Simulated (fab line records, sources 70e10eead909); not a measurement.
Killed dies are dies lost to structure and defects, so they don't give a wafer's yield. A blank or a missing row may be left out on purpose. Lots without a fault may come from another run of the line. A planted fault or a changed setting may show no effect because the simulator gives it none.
fab line records | flow nand_harc
record lots=6 wafers=18 last_day=34
route steps=1302 shown A_DECK1_JOINT@535 A_ONON_D2@545 END@1302
lots that met no fault: from a run of the same line without faults
start_h: hours from the record's first day to the start of the lot's first wafer shown | wait_h: hours since the lot's step before | " the same as in the row above | L1.1+2: a row that stands for several wafers | - no value, or no start given | * or withheld: withheld | < > ~ a bound
route shown NAME@n: a module of which the file shows steps, and the number in the route of the first | usual: mean/standard deviation of fault-free wafers | same: alike in all rows | chamber/n: place in a boat | sites: the reading at each site | _std_site: their standard deviation | _edge_site: outer sites' mean less inner sites' | radius_mm: how far each site lies from the wafer's centre | mask NAME#n: copy n | behind: the tool/chamber that last shaped the wafer | hold: why the lot was held/for how many hours/how that ended | device: the transistor (n, p or np) that didn't switch | end of line: the same wafers' tests at the end of the route | a step without rows: its recipe alone | killed: dies lost to structure and defects at the first sort, not the wafer's yield | map: a wafer's dies, x killed, . not, _ none there
set.NAME: the setting as run; set.NAME@STEP: as run at that earlier step | model.NAME: the simulator's own value behind a step, which no gauge read
lots at some steps of the route; a table a step, a row a wafer
services: from which hour (start_h, from the record's first day; less than 0 if before it) a tool's chamber was out of use, for how many hours, and why
## steps
# step NHARC_A_DECK1_JOINT_CURE_26
# recipe temp_c=150 time_s=32 pressure_atm=0.395
# step NHARC_A_DECK1_JOINT_ANNEAL_27
# recipe temp_c=400 time_s=3600 idle_temp_c=300 ramp_up_c_per_min=10 densification_p_h2o_torr=640
# step NHARC_A_DECK1_JOINT_ANNEAL_28
# recipe temp_c=500 time_s=1800 idle_temp_c=400 ramp_up_c_per_min=10 densification_p_h2o_torr=640
# step NHARC_A_DECK1_JOINT_ANNEAL_29
# recipe temp_c=750 time_s=1800 idle_temp_c=500 ramp_up_c_per_min=10 ramp_down_c_per_min=3
# step NHARC_A_DECK1_JOINT_CMP_02
# recipe material=SiOx
# usual motor_current_A=12.4/1.3
# columns lot.wafer tool chamber start_h wait_h motor_current_A
L983.3 cmp-01 2 273.87 0.4 10.4
L983.5 " 0 " " 12.4
L983.6 " 1 " " 12.6
L988.1 cmp-01 2 339.55 0.4 10.5
L988.2 " 3 " " 13.9
L988.6 " 0 " " 12.8
L999.3 cmp-03 1 449.50 0.4 13.5
L999.1 " 3 " " 14.3
L999.6 " 1 " " 13.3
L100.2 cmp-01 1 456.16 0.4 12.0
L100.4 " 2 " " 11.3
L100.5 " 2 " " 10.6
L104.3 cmp-03 3 512.11 0.4 14.7
L104.4 " 0 " " 12.1
L104.1 " 1 " " 13.5
L105.2 cmp-04 2 512.14 0.4 13.1
L105.3 " 3 " " 9.5
L105.6 " 2 " " 12.2
# step NHARC_A_DECK1_JOINT_SRD_15
# step NHARC_A_DECK1_JOINT_DEP_16
# recipe target_thk_a=450 temp_c=400 pressure_torr=6.5 rf_w=900 teos_flow_sccm=161.4 flow_sccm=2650 target_thk_nm=45 gas=O2 material=SiO2
# usual chamber_pressure_Torr=6.503/0.014 heater_power_w=540/81 throttle_valve_pct=15.9/0.54
# columns lot.wafer tool chamber start_h wait_h chamber_pressure_Torr heater_power_w since_wet_clean_h throttle_valve_pct
L983.3 pecvd-01 2 274.43 0.3 6.482 543 131 15.9
L983.6 " 0 " " 6.504 653 - 16.1
L983.5 " 1 " " 6.512 479 - 16.9
L988.1 pecvd-04 0 339.89 0.1 6.474 579 55 15.1
L988.2 " 1 " " 6.503 471 56 15.2
L988.6 " 2 " " 6.507 403 - 15.9
L999.1 pecvd-04 1 449.89 0.1 6.473 528 165 15.7
L999.3 " 2 " " 6.483 500 166 16.2
L999.6 " 1 " " 6.496 534 - 15.7
L100.2 pecvd-01 0 456.56 0.1 6.471 631 132 16.3
L100.5 " 1 " " 6.483 438 - 16.8
L100.4 " 2 " " 6.532 432 - 16.3
L104.3 pecvd-01 2 512.53 0.1 6.498 520 7 15.6
L104.1 " 0 " " 6.497 692 7 15.9
L104.4 " 1 " " 6.519 489 - 15.8
L105.2 pecvd-04 2 512.55 0.1 6.484 441 47 15.6
L105.3 " 1 " " 6.519 580 47 15.8
L105.6 " 1 " " 6.508 582 - 15.7
# step NHARC_A_DECK1_JOINT_THK_MEAS_17
# recipe thk_meas_gauge=ellipsometry
# usual thk_nm=45.1/1.1
# columns lot.wafer tool chamber start_h wait_h thk_nm
L983.3 film_metro-01 - 274.66 0.2 44.6
L983.5 " - " " 44.1
L983.6 " - " " 44.3
L988.1 film_metro-02 - 340.17 0.3 43.3
L988.2 " - " " 44.6
L988.6 " - " " 44.9
L999.1 film_metro-01 - 450.17 0.3 43.2
L999.3 " - " " 44.1
L999.6 " - " " 45.1
L100.2 film_metro-02 - 456.84 0.3 45.6
L100.4 " - " " 45.9
L100.5 " - " " 44.2
L104.1 film_metro-02 - 512.78 0.2 43.3
L104.3 " - " " 45.4
L104.4 " - " " 45.2
L105.2 film_metro-01 - 512.86 0.3 44.6
L105.3 " - " " 44.5
L105.6 " - " " 45.2
# step NHARC_A_DECK1_JOINT_INSPECT_05
# usual raw_defect_count=309/130
# columns lot.wafer tool chamber start_h wait_h raw_defect_count
L983.3 defect_inspect-01 - 274.69 0.0 384
L983.5 " - " " 540
L983.6 " - " " 241
L988.1 defect_inspect-01 - 340.20 0.0 178
L988.2 " - " " 336
L988.6 " - " " 526
L999.1 defect_inspect-01 - 450.20 0.0 328
L999.3 " - " " 265
L999.6 " - " " 281
L100.2 defect_inspect-01 - 456.87 0.0 598
L100.4 " - " " 354
L100.5 " - " " 749
L104.1 defect_inspect-01 - 512.82 0.0 162
L104.3 " - " " 203
L104.4 " - " " 171
L105.2 defect_inspect-02 - 512.90 0.0 160
L105.3 " - " " 247
L105.6 " - " " 264
# step NHARC_A_ONON_D2_DEP_00
# recipe target_thk_a=10000 n2_flow_sccm=2750 n2o_flow_sccm=2000 nh3_flow_sccm=500 sih4_flow_sccm=210 temp_c=400
# step NHARC_A_ONON_D2_THK_MEAS_02
# recipe thk_meas_gauge=ellipsometry
# usual thk_nm=999/9.7
# columns lot.wafer tool chamber start_h wait_h thk_nm
L983.3 film_metro-01 - 275.27 - 991
L983.5 " - " " 993
L983.6 " - " " 990
L988.1 film_metro-01 - 340.78 - 1001
L988.2 " - " " 1001
L988.6 " - " " 1001
L999.1 film_metro-01 - 450.78 - 994
L999.3 " - " " 995
L999.6 " - " " 994
L100.2 film_metro-01 - 457.45 - 975
L100.4 " - " " 978
L100.5 " - " " 978
L104.1 film_metro-02 - 513.39 - 1012
L104.3 " - " " 1012
L104.4 " - " " 1011
L105.2 film_metro-02 - 513.47 - 984
L105.3 " - " " 985
L105.6 " - " " 988
# step NHARC_A_ONON_D2_DEP_03
# recipe target_thk_a=10000 n2_flow_sccm=2750 n2o_flow_sccm=2000 nh3_flow_sccm=500 sih4_flow_sccm=210 temp_c=400
# usual n2_flow_sccm=2749/8.7 sih4_flow_sccm=210.2/0.59
# columns lot.wafer tool chamber start_h wait_h n2_flow_sccm sih4_flow_sccm
L983.3 pecvd_onon-04 0 275.44 0.2 2750 211.1
L983.5 " 0 " " 2749 209.9
L983.6 " 0 " " 2756 210.7
L988.1 pecvd_onon-04 0 340.84 0.1 2749 210.6
L988.2 " 0 " " 2757 210.4
L988.6 " 0 " " 2740 210.7
L999.1 pecvd_onon-04 0 450.84 0.1 2752 211.2
L999.3 " 0 " " 2748 211.6
L999.6 " 0 " " 2742 210.5
L100.2 pecvd_onon-04 0 457.56 0.1 2747 210.5
L100.4 " 0 " " 2750 211.4
L100.5 " 0 " " 2751 210.5
L104.1 pecvd_onon-03 0 513.44 0.1 2747 210.8
L104.3 " 0 " " 2771 210.2
L104.4 " 0 " " 2768 209.6
L105.2 pecvd_onon-02 0 513.58 0.1 2757 211.0
L105.3 " 0 " " 2754 210.2
L105.6 " 0 " " 2752 210.0
# step NHARC_A_ONON_D2_THK_MEAS_05
# recipe thk_meas_gauge=ellipsometry
# usual thk_nm=1002/11
# columns lot.wafer tool chamber start_h wait_h hold thk_nm
L983.3 film_metro-02 - 275.84 - - 1006
L983.5 " - " " - 1005
L983.6 " - " " - 1005
L988.1 film_metro-01 - 341.35 - - 990
L988.2 " - " " - 990
L988.6 " - " " - 991
L999.1 film_metro-01 - 451.35 - await_dispo/0.2h/release 592
L999.3 " - " " await_dispo/0.2h/release 593
L999.6 " - " " await_dispo/0.2h/release 594
L999.1 film_metro-01 - 451.52 0.2 - 593
L999.3 " - " " - 593
L999.6 " - " " - 593
L100.2 film_metro-01 - 458.02 - await_dispo/0.2h/release 584
L100.4 " - " " await_dispo/0.2h/release 584
L100.5 " - " " await_dispo/0.2h/release 582
L100.2 film_metro-01 - 458.19 0.2 - 584
L100.4 " - " " - 584
L100.5 " - " " - 584
L104.1 film_metro-02 - 513.96 - - 1005
L104.3 " - " " - 1003
L104.4 " - " " - 1003
L105.2 film_metro-01 - 514.03 - - 998
L105.3 " - " " - 998
L105.6 " - " " - 998
# step NHARC_END_SORT_01
# recipe temp_c=25
# usual killed_at_array=53/21 killed_at_other=1.0/1.3 killed_at_periphery=3.8/2.4 killed_dies=58/21 killed_open=3.4/1.9 killed_short=2.4/1.5
# same gross_dies=677
# columns lot.wafer tool chamber start_h wait_h hold killed_at_array killed_at_other killed_at_periphery killed_dies killed_open killed_short
L988.1 prober-02 0 626.74 2.5 - 55 0 4 59 1 2
L988.2 prober-02 0 627.54 2.8 - 52 0 4 56 2 1
L988.6 prober-02 0 630.73 4.0 - 85 1 1 87 3 3
L999.1 prober-01 0 742.71 2.5 await_dispo/7.7h/scrap 671 2 4 677 3 2
L999.3 prober-01 0 744.31 3.1 await_dispo/7.7h/scrap 675 1 1 677 2 2
L999.6 prober-01 0 746.70 4.0 await_dispo/7.7h/scrap 670 3 4 677 6 4
L100.2 prober-01 0 752.22 2.8 await_dispo/4.2h/scrap 676 0 1 677 0 3
L100.4 prober-01 0 753.81 3.4 await_dispo/4.2h/scrap 675 2 0 677 1 3
L100.5 prober-01 0 754.61 3.7 await_dispo/4.2h/scrap 672 1 4 677 4 0
L104.1 prober-02 0 804.97 2.5 - 28 0 3 31 4 2
L104.3 prober-02 0 806.55 3.1 - 21 1 3 25 3 1
L104.4 prober-02 0 807.33 3.4 - 36 0 5 41 1 2
L105.2 prober-01 0 805.85 2.9 - 62 1 4 67 2 4
L105.3 prober-01 0 806.65 3.2 - 57 0 4 61 4 0
L105.6 prober-01 0 809.07 4.0 - 70 0 1 71 4 3
# killed by level:class
L988.1 A_CHANNEL_HOLE_D1:chamber_film_flake=29 A_SLIT:chamber_film_flake=14 A_CHANNEL_HOLE_D2:chamber_film_flake=6 A_CONTACT:chamber_film_flake=4 P_CONTACT:geometric_particle:open=1 P_CONTACT:geometric_particle:short=1 P_M1:geometric_particle:short=1 P_ZERO_WELL:chamber_film_flake=1
L988.2 A_SLIT:chamber_film_flake=18 A_CHANNEL_HOLE_D1:chamber_film_flake=16 A_CHANNEL_HOLE_D2:chamber_film_flake=8 P_ZERO_WELL:chamber_film_flake=2 A_CHANNEL_FILL_D2:chamber_film_flake=2 A_STAIRCASE:chamber_film_flake=2 A_CONTACT:chamber_film_flake=2 P_M0:geometric_particle:short=1
L988.6 A_CHANNEL_HOLE_D1:chamber_film_flake=38 A_SLIT:chamber_film_flake=24 A_CHANNEL_HOLE_D2:chamber_film_flake=13 A_ONON_D2:geometric_particle:short=2 A_CONTACT:chamber_film_flake=2 A_ONON_D1:geometric_particle:open=1 A_ONON_D2:geometric_particle:open=1 A_CHANNEL_FILL_D2:geometric_particle:open=1
L999.1 A_ONON_D2:area_dep=629 A_CHANNEL_HOLE_D1:chamber_film_flake=33 P_GATE:chamber_film_flake=2 THIN_TSV:chamber_film_flake=2 A_SOURCE_PLATE:geometric_particle:open=1 A_ONON_D2:geometric_particle:open=1 A_CHANNEL_FILL_D2:geometric_particle:short=1 A_CHANNEL_FILL_D2:geometric_particle:open=1
L999.3 A_ONON_D2:area_dep=624 A_CHANNEL_HOLE_D1:chamber_film_flake=36 A_STAIRCASE:chamber_film_flake=3 A_SLIT:chamber_film_flake=2 A_WL_FILL:chamber_film_flake=2 A_ONON_D1:geometric_particle:open=1 A_ONON_D2:geometric_particle:short=1 A_STAIRCASE:geometric_particle:short=1
L999.6 A_ONON_D2:area_dep=635 A_CHANNEL_HOLE_D1:chamber_film_flake=17 A_SLIT:chamber_film_flake=7 THIN_TSV:chamber_film_flake=3 A_CHANNEL_FILL_D2:geometric_particle:open=2 A_CHANNEL_FILL_D2:geometric_particle:short=2 P_GATE:geometric_particle:open=1 P_CONTACT:geometric_particle:open=1
L100.2 A_ONON_D2:area_dep=621 A_SLIT:chamber_film_flake=23 A_CHANNEL_HOLE_D1:chamber_film_flake=15 A_CONTACT:chamber_film_flake=5 A_ZERO_WELL:chamber_film_flake=4 A_STAIRCASE:chamber_film_flake=4 A_ONON_D2:geometric_particle:short=1 A_SGD_CUT:geometric_particle:short=1
L100.4 A_ONON_D2:area_dep=612 A_CHANNEL_HOLE_D1:chamber_film_flake=20 A_SLIT:chamber_film_flake=19 A_CONTACT:chamber_film_flake=12 A_STAIRCASE:chamber_film_flake=3 A_ZERO_WELL:chamber_film_flake=2 THIN_TSV:chamber_film_flake=2 A_DECK1_JOINT:geometric_particle:short=1
L100.5 A_ONON_D2:area_dep=617 A_SLIT:chamber_film_flake=28 A_CHANNEL_HOLE_D1:chamber_film_flake=15 A_STAIRCASE:chamber_film_flake=3 P_ZERO_WELL:chamber_film_flake=2 A_BLC:chamber_film_flake=2 A_CONTACT:chamber_film_flake=2 P_M0:geometric_particle:open=1
L104.1 A_CONTACT:chamber_film_flake=15 A_SLIT:chamber_film_flake=7 A_ONON_D2:geometric_particle:open=2 A_WL_FILL:chamber_film_flake=2 P_STI:geometric_particle:short=1 P_GATE:geometric_particle:open=1 A_WL_FILL:geometric_particle:short=1 A_CONTACT:geometric_particle:open=1
L105.2 A_CHANNEL_HOLE_D2:chamber_film_flake=21 A_SLIT:chamber_film_flake=19 A_CHANNEL_HOLE_D1:chamber_film_flake=10 A_CONTACT:chamber_film_flake=8 P_STI:geometric_particle:short=1 P_M0:geometric_particle:open=1 P_M0:geometric_particle:short=1 A_ONON_D1:geometric_particle:open=1
L104.3 A_SLIT:chamber_film_flake=8 A_CONTACT:chamber_film_flake=5 A_CHANNEL_HOLE_D2:chamber_film_flake=4 P_ZERO_WELL:geometric_particle:open=1 A_ONON_D2:geometric_particle:open=1 A_CONTACT:geometric_particle:open=1 STARTING-WAFER:geometric_particle:short=1 P_STI:chamber_film_flake=1
L105.3 A_SLIT:chamber_film_flake=25 A_CHANNEL_HOLE_D2:chamber_film_flake=14 A_CHANNEL_HOLE_D1:chamber_film_flake=8 P_M1:chamber_film_flake=4 A_CONTACT:chamber_film_flake=4 A_STAIRCASE:chamber_film_flake=2 A_CHANNEL_FILL_D1:geometric_particle:open=1 A_ONON_D2:geometric_particle:open=1
L104.4 A_SLIT:chamber_film_flake=12 A_CONTACT:chamber_film_flake=10 A_STAIRCASE:chamber_film_flake=3 A_SOURCE_PLATE:geometric_particle:short=2 P_M1:chamber_film_flake=2 A_CHANNEL_FILL_D1:chamber_film_flake=2 A_DECK1_JOINT:chamber_film_flake=2 A_CHANNEL_HOLE_D2:chamber_film_flake=2
L105.6 A_SLIT:chamber_film_flake=25 A_CHANNEL_HOLE_D2:chamber_film_flake=21 A_CHANNEL_HOLE_D1:chamber_film_flake=10 A_CONTACT:chamber_film_flake=5 A_ONON_D2:geometric_particle:short=2 A_DECK1_JOINT:chamber_film_flake=2 A_ONON_D1:geometric_particle:short=1 A_CHANNEL_FILL_D1:geometric_particle:open=1
# map L999.1 (x killed, . not)
____________x____________
_________xxxxxxx_________
_______xxxxxxxxxxx_______
______xxxxxxxxxxxxx______
_____xxxxxxxxxxxxxxx_____
____xxxxxxxxxxxxxxxxx____
____xxxxxxxxxxxxxxxxx____
___xxxxxxxxxxxxxxxxxxx___
___xxxxxxxxxxxxxxxxxxx___
__xxxxxxxxxxxxxxxxxxxxx__
__xxxxxxxxxxxxxxxxxxxxx__
_xxxxxxxxxxxxxxxxxxxxxxx_
_xxxxxxxxxxxxxxxxxxxxxxx_
_xxxxxxxxxxxxxxxxxxxxxxx_
_xxxxxxxxxxxxxxxxxxxxxxx_
_xxxxxxxxxxxxxxxxxxxxxxx_
xxxxxxxxxxxxxxxxxxxxxxxxx
xxxxxxxxxxxxxxxxxxxxxxxxx
xxxxxxxxxxxxxxxxxxxxxxxxx
xxxxxxxxxxxxxxxxxxxxxxxxx
xxxxxxxxxxxxxxxxxxxxxxxxx
_xxxxxxxxxxxxxxxxxxxxxxx_
_xxxxxxxxxxxxxxxxxxxxxxx_
_xxxxxxxxxxxxxxxxxxxxxxx_
_xxxxxxxxxxxxxxxxxxxxxxx_
_xxxxxxxxxxxxxxxxxxxxxxx_
__xxxxxxxxxxxxxxxxxxxxx__
__xxxxxxxxxxxxxxxxxxxxx__
___xxxxxxxxxxxxxxxxxxx___
___xxxxxxxxxxxxxxxxxxx___
____xxxxxxxxxxxxxxxxx____
____xxxxxxxxxxxxxxxxx____
_____xxxxxxxxxxxxxxx_____
______xxxxxxxxxxxxx______
_______xxxxxxxxxxx_______
_________xxxxxxx_________
____________x____________
# map L100.2 (x killed, . not)
____________x____________
_________xxxxxxx_________
_______xxxxxxxxxxx_______
______xxxxxxxxxxxxx______
_____xxxxxxxxxxxxxxx_____
____xxxxxxxxxxxxxxxxx____
____xxxxxxxxxxxxxxxxx____
___xxxxxxxxxxxxxxxxxxx___
___xxxxxxxxxxxxxxxxxxx___
__xxxxxxxxxxxxxxxxxxxxx__
__xxxxxxxxxxxxxxxxxxxxx__
_xxxxxxxxxxxxxxxxxxxxxxx_
_xxxxxxxxxxxxxxxxxxxxxxx_
_xxxxxxxxxxxxxxxxxxxxxxx_
_xxxxxxxxxxxxxxxxxxxxxxx_
_xxxxxxxxxxxxxxxxxxxxxxx_
xxxxxxxxxxxxxxxxxxxxxxxxx
xxxxxxxxxxxxxxxxxxxxxxxxx
xxxxxxxxxxxxxxxxxxxxxxxxx
xxxxxxxxxxxxxxxxxxxxxxxxx
xxxxxxxxxxxxxxxxxxxxxxxxx
_xxxxxxxxxxxxxxxxxxxxxxx_
_xxxxxxxxxxxxxxxxxxxxxxx_
_xxxxxxxxxxxxxxxxxxxxxxx_
_xxxxxxxxxxxxxxxxxxxxxxx_
_xxxxxxxxxxxxxxxxxxxxxxx_
__xxxxxxxxxxxxxxxxxxxxx__
__xxxxxxxxxxxxxxxxxxxxx__
___xxxxxxxxxxxxxxxxxxx___
___xxxxxxxxxxxxxxxxxxx___
____xxxxxxxxxxxxxxxxx____
____xxxxxxxxxxxxxxxxx____
_____xxxxxxxxxxxxxxx_____
______xxxxxxxxxxxxx______
_______xxxxxxxxxxx_______
_________xxxxxxx_________
____________x____________
## services
# columns tool chamber start_h hours kind
cmp-03 - 260.05 4.0 pm
pecvd-01 1 266.02 4.1 repair
cmp-03 - 268.65 2.8 repair
pecvd-04 - 271.41 13.0 pm
cmp-01 - 274.64 2.4 repair
cmp-01 - 283.50 4.0 pm
cmp-04 - 307.07 4.0 pm
pecvd-01 2 309.25 8.3 repair
pecvd_onon-04 - 311.12 13.0 pm
pecvd-01 - 311.15 13.0 pm
pecvd-01 0 352.98 11.3 repair
cmp-03 - 358.05 4.0 pm
pecvd_onon-02 - 366.03 13.0 pm
cmp-01 - 380.66 0.2 repair
cmp-01 - 381.50 4.0 pm
cmp-04 - 405.07 4.0 pm
pecvd_onon-03 - 408.00 13.0 pm
pecvd-04 - 452.41 13.0 pm
cmp-03 - 456.05 4.0 pm
cmp-03 - 476.77 1.2 repair
pecvd-01 - 479.10 3.6 repair
cmp-01 - 479.50 4.0 pm
pecvd-01 - 492.15 13.0 pm
pecvd_onon-04 - 492.37 13.0 pm
## key
first_sign step=NHARC_A_ONON_D2_THK_MEAS_05 reading=visit direction=added
effect step=NHARC_A_ONON_D2_THK_MEAS_05 reading=thk_nm direction=down sigmas=37 usual=1002 struck=588
effect step=NHARC_END_SORT_01 reading=killed_dies direction=up sigmas=30 usual=58 struck=677
more_kills_born_at NHARC_A_ONON_D2_DEP_03@pecvd_onon-04=3738
met_at NHARC_A_ONON_D2_DEP_03
struck_wafers L999.1,L999.3,L999.6,L100.2,L100.4,L100.5
later_rows_left_out L999.1,L999.3,L999.6,L100.2,L100.4,L100.5
tester_left_out L999,L100
onset_between 340.84 450.84
fault kind=process_parameter_drift tool=pecvd_onon-04 chamber=0 onset_h=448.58 steps=NHARC_A_ONON_D2_DEP_03 channel=target_thk_a offset=* shape=step end_h=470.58 acts_in=* stated=*
# tester_left_out: of these lots the tester's yield and bins aren't shown, on N5 and GAA mostly nor the transistor test; their killed dies are dies lost to structure and defects alone, not to doping, threshold or leakage, so they don't give the yield
# later_rows_left_out: the simulator's readings of these wafers behind a module that went badly wrong aren't trusted and aren't shown, but for the sort
